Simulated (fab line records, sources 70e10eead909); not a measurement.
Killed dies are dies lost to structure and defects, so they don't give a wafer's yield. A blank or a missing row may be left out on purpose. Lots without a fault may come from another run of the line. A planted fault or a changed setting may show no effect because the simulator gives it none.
Which tool did it? | flow nand_harc | 13 lots, 38 wafers sampled, at 5 steps of a route of 1159

WHAT THE GAUGES READ, wafer by wafer
NHARC_END_SORT_01.
lot  | measured     | on        | killed_at_array | killed_at_other | killed_at_periphery | killed_dies | killed_open | killed_short
L898 | day 22 17:32 | prober-01 | 667 35          | 0 0             | 2 2                 | 669 37      | 2 4         | 1 1
L902 | day 23 12:43 | prober-01 | 33 664 41       | 2 2 1           | 3 5 3               | 38 671 45   | 1 8 5       | 2 4 0

WHICH TOOL RAN EACH LOT (tool, then ch and the chambers of the sampled wafers, then the start)
lot  | NHARC_A_SLIT_DEP_23             | NHARC_A_M1_DESCUM_14               | NHARC_A_M1_ETCH_15                            | NHARC_A_M1_STRIP_18
L885 | pecvd-04 ch 1,2, day 14 06:14   | rie_diel-01 ch 1,3, day 17 21:14   | rie_diel-01 ch 1,2,3, day 17 21:37 or earlier | rie_diel-06 ch 1,3, day 17 21:37
L886 | pecvd-04 ch 0,1,2, day 15 00:46 | rie_diel-06 ch 0,1,3, day 18 09:06 | rie_diel-06 ch 2,3, day 18 09:29 or earlier   | rie_diel-04 ch 0,3, day 18 09:29
L888 | pecvd-01 ch 0,2, day 15 00:52   | rie_diel-01 ch 0,3, day 18 06:58   | rie_diel-01 ch 1,2,3, day 18 07:23 or earlier | rie_diel-04 ch 0,1,2, day 18 07:23
L887 | pecvd-04 ch 1,2, day 15 04:36   | rie_diel-06 ch 0,1, day 19 04:04   | rie_diel-06 ch 0,3, day 19 04:30 or earlier   | rie_diel-04 ch 0,1,3, day 19 04:30
L890 | pecvd-01 ch 0,1,2, day 15 04:50 | rie_diel-01 ch 0,1,2, day 19 04:14 | rie_diel-01 ch 1,2, day 19 04:37 or earlier   | rie_diel-06 ch 0,3, day 19 04:37
L889 | pecvd-02 ch 0,1,2, day 15 11:40 | rie_diel-01 ch 0,3, day 19 03:32   | rie_diel-01 ch 0,1,2, day 19 03:59 or earlier | rie_diel-04 ch 0,3, day 19 03:59
L891 | pecvd-04 ch 1,2, day 15 11:54   | rie_diel-06 ch 0,3, day 19 10:35   | rie_diel-06 ch 2,3, day 19 11:02 or earlier   | rie_diel-04 ch 0,1,3, day 19 11:02
L892 | pecvd-04 ch 0,1,2, day 15 19:52 | rie_diel-06 ch 1,3, day 19 11:01   | rie_diel-06 ch 0,1,3, day 19 11:23 or earlier | rie_diel-06 ch 0,1, day 19 11:23
L894 | pecvd-02 ch 1,2, day 16 08:40   | rie_diel-04 ch 0,1,3, day 19 23:37 | rie_diel-04 ch 0,1,2, day 20 00:01 or earlier | rie_diel-01 ch 0,2,3, day 20 00:01
L893 | pecvd-04 ch 0,1,2, day 16 08:58 | rie_diel-01 ch 1,2, day 20 02:01   | rie_diel-01 ch 0,1, day 20 02:23 or earlier   | rie_diel-06 ch 0,1, day 20 02:23
L898 | pecvd-04 ch 0,1, day 17 11:17   | rie_diel-06 ch 2, day 21 02:20     | rie_diel-06 ch 1, day 21 02:47 or earlier     | rie_diel-01 ch 1, day 21 02:47
L902 | pecvd-04 ch 1,2, day 18 13:26   | rie_diel-06 ch 1,2, day 22 00:08   | rie_diel-06 ch 2, day 22 00:36 or earlier     | rie_diel-06 ch 0,3, day 22 00:36
L907 | pecvd-01 ch 0,1, day 19 22:41   | rie_diel-01 ch 2,3, day 23 02:53   | rie_diel-01 ch 0,2,3, day 23 03:19 or earlier | rie_diel-06 ch 0,1,2, day 23 03:19
- NHARC_A_SLIT_DEP_23: deposits SiON, target thk 100 nm.
- NHARC_A_M1_DESCUM_14: chemistry O2, time 3 s.
- NHARC_A_M1_ETCH_15: etches the open film in C4F8/Ar, target depth 182.5 nm, time 91.2 s.
- NHARC_A_M1_STRIP_18: strips in N2/H2.

WHAT THE TOOLS THEMSELVES READ (means of the sampled wafers that have a number; where no wafer has one, the mark that the record gives instead)
NHARC_A_SLIT_DEP_23.
lot  | tool     | chamber_pressure_Torr (Torr) | heater_power_w (W)
L885 | pecvd-04 | 3.498                        | 887
L886 | pecvd-04 | 3.501                        | 792
L888 | pecvd-01 | 3.494                        | 836
L887 | pecvd-04 | 3.500                        | 786
L890 | pecvd-01 | 3.493                        | 790
L889 | pecvd-02 | 3.499                        | 805
L891 | pecvd-04 | 3.490                        | 800
L892 | pecvd-04 | 3.497                        | 846
L894 | pecvd-02 | 3.497                        | 773
L893 | pecvd-04 | 3.490                        | 853
L898 | pecvd-04 | 3.500                        | 712
L902 | pecvd-04 | 3.493                        | 853
L907 | pecvd-01 | 3.503                        | 733

NHARC_A_M1_DESCUM_14.
lot  | tool        | drypump_motor_current_A (A) | oes_product_au (a.u.) | rf_vpp_V (V) | showerhead_plenum_p_Torr (Torr) | throttle_valve_pct (%)
L885 | rie_diel-01 | 5.9                         | 0.996                 | 58.7         | 1.86                            | 11.307
L886 | rie_diel-06 | 6.2                         | 1.005                 | 58.1         | 1.97                            | 11.317
L888 | rie_diel-01 | 6.4                         | 1.002                 | 58.2         | 1.92                            | 11.310
L887 | rie_diel-06 | 6.4                         | 1.015                 | 57.6         | 1.99                            | 11.306
L890 | rie_diel-01 | 5.7                         | 0.997                 | 58.2         | 1.97                            | 11.309
L889 | rie_diel-01 | 6.6                         | 1.011                 | 57.6         | 1.85                            | 11.312
L891 | rie_diel-06 | 6.3                         | 1.005                 | 58.3         | 2.04                            | 11.309
L892 | rie_diel-06 | 6.1                         | 1.001                 | 57.9         | 1.90                            | 11.313
L894 | rie_diel-04 | 5.6                         | 1.002                 | 57.3         | 1.88                            | 11.316
L893 | rie_diel-01 | 5.3                         | 0.997                 | 58.9         | 1.98                            | 11.311
L898 | rie_diel-06 | 5.5                         | 0.997                 | 58.5         | 1.93                            | 11.307
L902 | rie_diel-06 | 5.9                         | 1.002                 | 57.2         | 1.89                            | 11.317
L907 | rie_diel-01 | 5.7                         | 1.008                 | 57.8         | 1.95                            | 11.311

NHARC_A_M1_ETCH_15.
lot  | tool        | oes_product_au (a.u.) | rf_vpp_V (V)
L885 | rie_diel-01 | 0.965                 | 441
L886 | rie_diel-06 | 0.929                 | 443
L888 | rie_diel-01 | 0.928                 | 441
L887 | rie_diel-06 | 0.963                 | 445
L890 | rie_diel-01 | 0.927                 | 444
L889 | rie_diel-01 | 0.922                 | 442
L891 | rie_diel-06 | 0.983                 | 443
L892 | rie_diel-06 | 0.974                 | 442
L894 | rie_diel-04 | 0.976                 | 441
L893 | rie_diel-01 | 0.921                 | 441
L898 | rie_diel-06 | 0.953                 | 438
L902 | rie_diel-06 | 0.929                 | 441
L907 | rie_diel-01 | 0.958                 | 441

NHARC_A_M1_STRIP_18.
lot  | tool        | drypump_motor_current_A (A) | oes_product_au (a.u.) | rf_vpp_V (V) | showerhead_plenum_p_Torr (Torr) | throttle_valve_pct (%)
L885 | rie_diel-06 | 6.1                         | 1.002                 | 90.2         | 2.02                            | 14.172
L886 | rie_diel-04 | 5.5                         | 0.994                 | 90.7         | 2.05                            | 14.167
L888 | rie_diel-04 | 5.6                         | 0.995                 | 90.2         | 2.01                            | 14.184
L887 | rie_diel-04 | 5.6                         | 1.004                 | 90.3         | 2.00                            | 14.178
L890 | rie_diel-06 | 6.3                         | 1.010                 | 91.8         | 2.17                            | 14.178
L889 | rie_diel-04 | 5.5                         | 1.003                 | 90.3         | 2.05                            | 14.163
L891 | rie_diel-04 | 5.6                         | 1.007                 | 91.2         | 2.00                            | 14.179
L892 | rie_diel-06 | 6.4                         | 1.005                 | 90.2         | 2.05                            | 14.164
L894 | rie_diel-01 | 6.1                         | 0.997                 | 90.6         | 2.06                            | 14.176
L893 | rie_diel-06 | 6.4                         | 1.010                 | 91.2         | 2.12                            | 14.172
L898 | rie_diel-01 | 5.5                         | 0.986                 | 90.4         | 2.01                            | 14.172
L902 | rie_diel-06 | 6.2                         | 0.999                 | 92.2         | 2.16                            | 14.178
L907 | rie_diel-06 | 6.1                         | 1.003                 | 90.5         | 2.07                            | 14.173

THE ANSWER, worked out from the rows above alone
Rule: what is usual is taken from the lots themselves. Put in order of their means at a reading, lots are off if they are a third of the lots or fewer, leave a main group of 4 or more, and stand apart from it by a gap of 3 or more times the standard deviation of the main group's means; of several such gaps the widest counts. A main group whose means are all the same, to the digits that the tables above print for the reading, isn't used. A lot without any number at a reading at which 4 lots or more have one is off too. The other lots that the step has rows for count as sound. The gauges are gone through in route order, then the tools' own readings, and for those a lot's mean is taken as printed above. The first step at which some lot is off is used, and at that step the reading that is off furthest; a lot without a number counts as furthest.
No lot is off at any reading shown: from this, nothing can be told.

WHAT THE SIMULATOR HAD PUT IN
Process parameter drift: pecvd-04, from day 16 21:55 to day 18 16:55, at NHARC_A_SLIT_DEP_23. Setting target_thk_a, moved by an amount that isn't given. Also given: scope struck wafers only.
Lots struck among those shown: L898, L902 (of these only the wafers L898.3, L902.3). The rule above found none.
